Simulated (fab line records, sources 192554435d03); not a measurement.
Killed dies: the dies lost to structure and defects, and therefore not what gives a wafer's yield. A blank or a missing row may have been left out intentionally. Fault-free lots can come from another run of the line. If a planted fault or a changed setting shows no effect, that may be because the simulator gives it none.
Which tool was responsible? ; flow n5-finfet ; 8 lots, 24 wafers sampled, at 6 steps of a route of 1938

WHAT THE GAUGES READ, wafer by wafer
N5_BEOL_M4_RC_MEAS_101. Usual: DIBL_N 36.3 mV/V, standard deviation 1.2; DIBL_P 36.7 mV/V, standard deviation 1.5; IOFF_N 0.164 nA/um, standard deviation 0.02; IOFF_P 0.214 nA/um, standard deviation 0.024; ION_N 673 uA/um, standard deviation 8.5; ION_P 461 uA/um, standard deviation 5.9; SS_N 71.6 mV/dec, standard deviation 0.44; SS_P 73.3 mV/dec, standard deviation 0.55; VT_N 249.4 mV, standard deviation 2.4; VT_P -250.0 mV, standard deviation 2.3.
lot;measured;on;DIBL_N (mV/V);DIBL_P (mV/V);IOFF_N (nA/um);IOFF_P (nA/um);ION_N (uA/um);ION_P (uA/um);SS_N (mV/dec);SS_P (mV/dec);VT_N (mV);VT_P (mV);flag
L110;day 7 14:05;prober-01;36.3 35.6 36.4;35.8 34.9 35.2;0.162 0.149 0.160;0.194 0.182 0.188;674 654 655;458 449 453;71.9 71.7 71.4;73.4 73.3 74.0;249.4 250.6 249.2;-251.8 -255.3 -251.0;
L112;day 9 02:45;prober-01;35.1 34.0 35.6;36.3 34.5 37.5;0.140 0.123 0.162;0.184 0.166 0.199;657 662 678;452 454 459;71.0 71.6 71.6;72.7 72.7 73.4;250.2 251.7 249.5;-253.4 -255.6 -253.3;
L116;day 9 11:40;prober-01;36.4 33.3 35.5;36.7 33.2 35.5;0.144 0.112 0.134;0.225 0.173 0.205;652 676 669;459 465 464;70.8 70.8 71.2;73.0 71.9 72.8;252.7 254.2 252.9;-248.0 -249.8 -250.0;
L119;day 10 16:14;prober-01;36.3 36.8 36.5;37.8 38.2 37.6;0.171 0.169 0.159;0.235 0.243 0.227;689 678 676;472 466 464;71.7 71.7 71.7;73.8 72.6 73.7;245.1 248.6 250.6;-249.2 -249.1 -249.4;
L120;day 10 14:32;prober-01;35.0 35.4 36.1;35.5 36.4 37.2;0.152 0.167 0.175;0.205 0.214 0.225;681 678 676;469 463 459;71.4 71.4 71.8;73.2 73.4 73.9;250.3 247.4 247.5;-251.2 -250.8 -248.6;
L122;day 11 07:54;prober-02;37.8 36.2 37.2;36.6 35.0 35.5;0.164 0.148 0.161;0.201 0.183 0.202;673 663 663;456 451 451;71.4 71.5 72.0;73.5 73.3 73.1;248.8 250.9 250.2;-251.1 -253.0 -249.0;
L129;day 12 22:29;prober-01;36.5 35.7 34.4;36.7 35.6 34.3;0.186 0.168 0.150;0.219 0.209 0.187;677 691 681;459 464 463;71.7 71.4 71.3;73.8 73.6 73.1;248.8 247.4 251.1;-249.0 -251.4 -252.3;
L131;day 13 12:11;prober-01;36.0 37.5 36.9;36.4 38.9 38.2;0.163 0.194 0.180;0.219 0.256 0.244;675 671 674;461 460 465;71.3 71.9 71.4;73.2 73.7 73.9;246.9 245.0 247.3;-248.3 -248.7 -248.9;

WHICH TOOL RAN EACH LOT (tool, then ch and the chambers of the sampled wafers, then the start)
lot;N5_FIN_SAQP_PECVD_48;N5_FIN_SAQP_ETCH_52;N5_FIN_SAQP_ETCH_57;N5_FIN_SAQP_SPACER2_ALD_28;N5_FIN_SAQP_MANDREL2_REMOVE_60
L110;pecvd-04 ch 0,2, day 1 20:37;rie-diel-03 ch 0,1, day 1 21:19;rie-diel-03 ch 2,3, day 1 23:25;ald-sin-02 ch 1,2,3, day 2 00:26;rie-si-02 ch 1,2,3, day 2 00:51
L112;pecvd-02 ch 0, day 2 10:29;rie-diel-03 ch 0,2,3, day 2 11:12;rie-diel-01 ch 1,2,3, day 2 13:20;ald-sin-02 ch 0,1,2, day 2 14:30;rie-si-06 ch 0,3, day 2 15:02
L116;pecvd-04 ch 0,1,2, day 3 11:04;rie-diel-01 ch 0,2, day 3 11:44;rie-diel-01 ch 0,2,3, day 3 13:59;ald-sin-01 ch 0,2,3, day 3 15:03;rie-si-02 ch 1,2,3, day 3 15:31
L119;pecvd-01 ch 0,1, day 4 04:38;rie-diel-01 ch 1,2,3, day 4 06:47;rie-diel-04 ch 1,2,3, day 4 08:55;ald-sin-01 ch 0,2, day 4 10:25;rie-si-03 ch 1,3, day 4 10:50
L120;pecvd-04 ch 0,1, day 4 10:50;rie-diel-04 ch 1,3, day 4 11:47;rie-diel-03 ch 0,1,2, day 4 13:49;ald-sin-01 ch 1,3, day 4 16:40;rie-si-03 ch 0,1,3, day 4 17:05
L122;pecvd-01 ch 0,1, day 4 21:54;rie-diel-01 ch 2,3, day 4 23:04;rie-diel-04 ch 0,1,2, day 5 01:02;ald-sin-01 ch 1,2, day 5 02:04;rie-si-03 ch 0,2,3, day 5 02:29
L129;pecvd-01 ch 0,1,2, day 6 19:20;rie-diel-04 ch 1,3, day 6 20:01;rie-diel-03 ch 1,2,3, day 6 21:59;ald-sin-01 ch 0,1,3, day 6 22:58;rie-si-03 ch 0,1,3, day 6 23:25
L131;pecvd-01 ch 1,2, day 7 03:31;rie-diel-01 ch 1,2,3, day 7 04:24;rie-diel-04 ch 0,2, day 7 06:22;ald-sin-02 ch 0,1,3, day 7 07:31;rie-si-02 ch 0,2,3, day 7 07:56
- N5_FIN_SAQP_PECVD_48: deposits SiNx from SiH4/NH3/N2, target thk 25 nm, time 22.1 s.
- N5_FIN_SAQP_ETCH_52: etches SOC in N2/H2, target depth 100 nm, overetch 20 nm, time 150 s.
- N5_FIN_SAQP_ETCH_57: etches SiNx in CH3F/O2, target depth 32.5 nm, time 46.4 s.
- N5_FIN_SAQP_SPACER2_ALD_28: deposits SiO2, target thk 8.1 nm, pulse time 1 s, purge time 2 s.
- N5_FIN_SAQP_MANDREL2_REMOVE_60: chemistry HBr/Cl2/O2, target a-Si, stops on SiNx, bt time 10 s.

WHAT THE TOOLS THEMSELVES READ (means of the sampled wafers that have a number; where no wafer has one, the mark that the record gives instead)
N5_FIN_SAQP_PECVD_48. Usual: heater-power-w 669 W, standard deviation 86; rf-fwd-power-W 297.0 W, standard deviation 1.4; showerhead-plenum-p-Torr 5.14 Torr, standard deviation 0.053; throttle-valve-pct 40.3 %, standard deviation 1.8.
lot;tool;heater-power-w (W);rf-fwd-power-W (W);showerhead-plenum-p-Torr (Torr);throttle-valve-pct (%);flag
L110;pecvd-04;673;295.8;5.14;41.3;
L112;pecvd-02;743;297.6;5.00;41.0;
L116;pecvd-04;666;296.8;5.12;41.2;
L119;pecvd-01;553;298.2;5.15;40.0;
L120;pecvd-04;689;296.0;5.10;41.1;
L122;pecvd-01;640;297.9;5.15;40.1;
L129;pecvd-01;620;297.2;5.17;39.7;
L131;pecvd-01;600;297.4;5.18;39.5;

N5_FIN_SAQP_ETCH_52. Usual: drypump-motor-current-A 5.9 A, standard deviation 0.4; oes-product-au 0.68 a.u., standard deviation 0.063; rf-fwd-power-W 836.5 W, standard deviation 2.7; rf-vpp-V 524.4 V, standard deviation 2; showerhead-plenum-p-Torr 2.56 Torr, standard deviation 0.064; throttle-valve-pct 17.96 %, standard deviation 0.16.
lot;tool;drypump-motor-current-A (A);oes-product-au (a.u.);rf-fwd-power-W (W);rf-vpp-V (V);showerhead-plenum-p-Torr (Torr);throttle-valve-pct (%);flag
L110;rie-diel-03;5.7;0.65;835.8;524.9;2.61;17.89;
L112;rie-diel-03;5.8;0.66;836.1;524.6;2.58;17.83;
L116;rie-diel-01;6.1;0.67;835.5;522.9;2.51;17.87;
L119;rie-diel-01;6.2;0.73;836.6;523.9;2.56;17.88;
L120;rie-diel-04;5.9;0.66;840.6;524.5;2.56;18.04;
L122;rie-diel-01;6.0;0.76;837.5;525.0;2.58;17.81;
L129;rie-diel-04;5.8;0.68;837.2;525.9;2.62;18.11;
L131;rie-diel-01;6.2;0.71;834.5;524.9;2.55;17.94;

N5_FIN_SAQP_ETCH_57. Usual: drypump-motor-current-A 6.0 A (standard deviation 0.36); etch-rf-on-time-s 46.3 s (standard deviation 0.86); oes-product-au 0.64 a.u. (standard deviation 0.065); rf-fwd-power-W 388.6 W (standard deviation 2.3); rf-vpp-V 297.8 V (standard deviation 2.8); showerhead-plenum-p-Torr 2.01 Torr (standard deviation 0.052); throttle-valve-pct 16.43 % (standard deviation 0.15).
lot;tool;drypump-motor-current-A (A);etch-rf-on-time-s (s);oes-product-au (a.u.);rf-fwd-power-W (W);rf-vpp-V (V);showerhead-plenum-p-Torr (Torr);throttle-valve-pct (%);flag
L110;rie-diel-03;6.0;46.6;0.63;389.4;299.8;1.99;16.36;
L112;rie-diel-01;6.2;46.3;0.73;388.5;297.6;2.03;16.30;
L116;rie-diel-01;6.2;46.1;0.69;389.8;297.2;1.99;16.41;
L119;rie-diel-04;5.6;46.1;0.64;389.2;294.8;2.02;16.50;
L120;rie-diel-03;5.8;46.7;0.61;387.5;295.9;2.01;16.46;
L122;rie-diel-04;5.4;45.9;0.64;388.5;296.3;2.02;16.47;
L129;rie-diel-03;6.0;51.7;0.60;388.0;298.7;1.98;16.51;OFF
L131;rie-diel-04;5.3;55.7;0.61;386.8;297.3;1.98;16.44;OFF

N5_FIN_SAQP_SPACER2_ALD_28. Usual: heater-power-w 478 W, standard deviation 56; precursor-pulse-height-rel 1.001, standard deviation 0.019.
lot;tool;heater-power-w (W);precursor-pulse-height-rel;flag
L110;ald-sin-02;497;0.994;
L112;ald-sin-02;494;0.991;
L116;ald-sin-01;464;0.996;
L119;ald-sin-01;515;0.987;
L120;ald-sin-01;476;0.993;
L122;ald-sin-01;424;0.987;
L129;ald-sin-01;509;1.026;
L131;ald-sin-02;515;1.005;

N5_FIN_SAQP_MANDREL2_REMOVE_60. Usual: drypump-motor-current-A 5.64 A, standard deviation 0.25; oes-product-au 1.005 a.u., standard deviation 0.014; rf-fwd-power-W 596.3 W, standard deviation 2; throttle-valve-pct 36.68 %, standard deviation 0.24.
lot;tool;drypump-motor-current-A (A);oes-product-au (a.u.);rf-fwd-power-W (W);throttle-valve-pct (%);flag
L110;rie-si-02;5.48;1.011;596.0;36.89;
L112;rie-si-06;5.58;1.004;595.5;36.62;
L116;rie-si-02;5.46;1.010;596.5;36.88;
L119;rie-si-03;5.86;0.986;597.7;36.62;
L120;rie-si-03;5.85;0.990;595.1;36.50;
L122;rie-si-03;5.68;0.990;597.7;36.54;
L129;rie-si-03;5.84;0.995;596.8;36.51;
L131;rie-si-02;5.74;1.020;594.8;36.91;

THE ANSWER, worked out from the rows above alone
Rule: take the mean of a lot's wafers that have a number; if it is more than 3 standard deviations from the usual mean, the lot is off. A lot without any number at a reading at which 4 lots or more have one is off too. The other lots that the step has rows for count as sound. After the gauges, taken in route order, come the tools' own readings; for these a lot's mean is taken, as printed above. The first step at which some lot is off is used, and at that step the reading that is off furthest; a lot without a number counts as furthest.
Off: L129, L131 (N5_FIN_SAQP_ETCH_57, etch-rf-on-time-s).
A tool fits if, at that step or a process step before it, it ran every lot that is off, and no sound lot after the first of them. One candidate fits, namely pecvd-01 at N5_FIN_SAQP_PECVD_48. A fault onset in the window from L122 (day 4 21:54, its last sound lot) to L129 (day 6 19:20, its first lot off) fits.

WHAT THE SIMULATOR HAD INSERTED
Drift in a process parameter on pecvd-01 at N5_FIN_SAQP_PECVD_48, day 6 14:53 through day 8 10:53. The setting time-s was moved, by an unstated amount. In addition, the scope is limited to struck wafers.
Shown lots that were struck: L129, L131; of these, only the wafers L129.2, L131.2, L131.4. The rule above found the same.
